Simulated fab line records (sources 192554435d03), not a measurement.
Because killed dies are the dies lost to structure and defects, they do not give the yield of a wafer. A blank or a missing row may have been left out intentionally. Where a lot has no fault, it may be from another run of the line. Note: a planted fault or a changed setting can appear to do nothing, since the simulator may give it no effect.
Matching of chambers    flow n5_finfet    rie_diel-03 running N5_BEOL_M8_STRIP_67: 4 sister chambers
The step strips in CF4. 22 wafers are shown with their chamber, then 11 later ones without.

== WAFERS PAIRED WITH THEIR CHAMBERS ==
wafer   chamber  drypump_motor_current_A (A)  showerhead_plenum_p_Torr (Torr)  throttle_valve_pct (%)
L074.1  2        5.0                          1.81                             13.74
L074.3  3        5.9                          1.72                             13.52
L074.6  1        5.4                          1.86                             13.72
L075.1  3        5.9                          1.72                             13.53
L075.3  1        5.5                          1.86                             13.74
L075.4  2        5.0                          1.81                             13.74
L077.1  2        5.0                          1.81                             13.76
L077.3  3        6.0                          1.72                             13.55
L077.6  1        5.5                          1.86                             13.75
L080.2  2        5.0                          1.81                             13.78
L080.4  1        5.4                          1.86                             13.77
L080.5  3        6.0                          1.71                             13.58
L082.1  3        6.0                          1.71                             13.58
L082.3  0        5.2                          1.82                             13.34
L082.5  3        5.9                          1.71                             13.57
L084.2  1        5.4                          1.85                             13.79
L084.3  0        5.2                          1.81                             13.32
L084.5  3        6.0                          1.71                             13.59
L086.1  1        5.5                          1.85                             13.80
L086.3  2        5.0                          1.80                             13.80
L086.4  0        5.2                          1.81                             13.35
L087.2  3        5.9                          1.71                             13.59

SIGNATURES (means of the wafers above)
reading                   chamber 0  chamber 1  chamber 2  chamber 3  scatter within a chamber
drypump_motor_current_A   5.200      5.450      5.000      5.950      0.0441
showerhead_plenum_p_Torr  1.8133     1.8567     1.8080     1.7137     0.0051
throttle_valve_pct        13.3367    13.7617    13.7640    13.5638    0.0269
Rule: for a wafer and a chamber, the distance is found by dividing, reading by reading, the gap between the wafer's reading and the chamber's mean by the reading's scatter, squaring, summing and taking the root. The wafer belongs to the nearest chamber; if the next one is less than 2 further off, it can't be placed. The scatter is the square root of a quotient: the sum, over the shown wafers, of each reading's squared deviation from its chamber's mean, divided by wafers minus chambers.

== WAFERS WITHOUT THEIR CHAMBER ==
wafer   drypump_motor_current_A (A)  showerhead_plenum_p_Torr (Torr)  throttle_valve_pct (%)
L087.3  5.2                          1.81                             13.35
L087.5  5.5                          1.85                             13.82
L088.1  5.9                          1.71                             13.61
L088.4  5.4                          1.85                             13.81
L088.5  5.9                          1.71                             13.60
L096.1  5.2                          1.81                             13.41
L096.5  5.2                          1.81                             13.40
L096.6  5.9                          1.70                             13.65
L097.1  5.2                          1.81                             13.41
L097.2  5.0                          1.80                             13.85
L097.3  6.0                          1.70                             13.66

== CHAMBER TAKEN BY EACH ==
wafer   from the rows above  in truth
L087.3  0                    0
L087.5  1                    1
L088.1  3                    3
L088.4  1                    1
L088.5  3                    3
L096.1  0                    0
L096.5  0                    0
L096.6  3                    3
L097.1  0                    0
L097.2  2                    2
L097.3  3                    3
Correct placement for 11 of the 11. Left unplaced by these rows: 0. 0 placed wrongly.
